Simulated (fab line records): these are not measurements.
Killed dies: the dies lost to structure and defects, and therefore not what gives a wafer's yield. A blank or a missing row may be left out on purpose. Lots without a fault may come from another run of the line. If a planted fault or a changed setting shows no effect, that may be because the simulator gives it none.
Chamber matching + flow n5-finfet + rie-diel-03 running N5_GATE_CUT_HM_OPEN_40: 4 sister chambers
The step chemistry C4F6/O2, target SiO2, target depth 139 nm, time 85.1 s. 8 wafers are shown with their chamber, then 12 later ones without.

== WAFERS WITH THEIR CHAMBER ==
| wafer  | chamber | showerhead-plenum-p-Torr (Torr) | rf-vpp-V (V) |
|--------|---------|---------------------------------|--------------|
| L082.3 | 1       | 2.73                            | 655          |
| L086.4 | 3       | 2.79                            | 657          |
| L087.1 | 3       | 2.79                            | 657          |
| L087.2 | 0       | 2.96                            | 680          |
| L087.3 | 2       | 2.93                            | 714          |
| L089.1 | 0       | 2.95                            | 680          |
| L089.3 | 2       | 2.93                            | 714          |
| L089.4 | 1       | 2.72                            | 656          |

== WAFERS WITHOUT THEIR CHAMBER ==
| wafer  | showerhead-plenum-p-Torr (Torr) | rf-vpp-V (V) |
|--------|---------------------------------|--------------|
| L090.2 | 2.72                            | 656          |
| L090.3 | 2.95                            | 678          |
| L090.5 | 2.72                            | 656          |
| L093.1 | 2.95                            | 679          |
| L093.4 | 2.72                            | 656          |
| L093.6 | 2.93                            | 714          |
| L094.1 | 2.95                            | 680          |
| L094.2 | 2.72                            | 657          |
| L094.3 | 2.93                            | 713          |
| L097.2 | 2.92                            | 714          |
| L097.4 | 2.95                            | 681          |
| L097.5 | 2.72                            | 656          |

== WHICH CHAMBER EACH WENT THROUGH ==
| wafer  | from the rows above | in truth |
|--------|---------------------|----------|
| L090.2 | 1                   | 1        |
| L090.3 | 0                   | 0        |
| L090.5 | 1                   | 1        |
| L093.1 | 0                   | 0        |
| L093.4 | 1                   | 1        |
| L093.6 | 2                   | 2        |
| L094.1 | 0                   | 0        |
| L094.2 | 1                   | 1        |
| L094.3 | 2                   | 2        |
| L097.2 | 2                   | 2        |
| L097.4 | 0                   | 0        |
| L097.5 | 1                   | 1        |
Correctly placed: 12 of 12. From these rows, 0 cannot be placed. 0 placed wrongly.
How it was worked out, from the rows above alone: a wafer's distance from a chamber is the root of the sum, over the readings, of the square of ((its reading less the chamber's mean) divided by the reading's scatter). The wafer belongs to the nearest chamber; if the next one is less than 2 further off, it can't be placed. A chamber's mean is the mean of its shown wafers. The scatter: take each reading less its chamber's mean, square it, sum over the shown wafers, divide by the number of wafers less the number of chambers, and take the root.
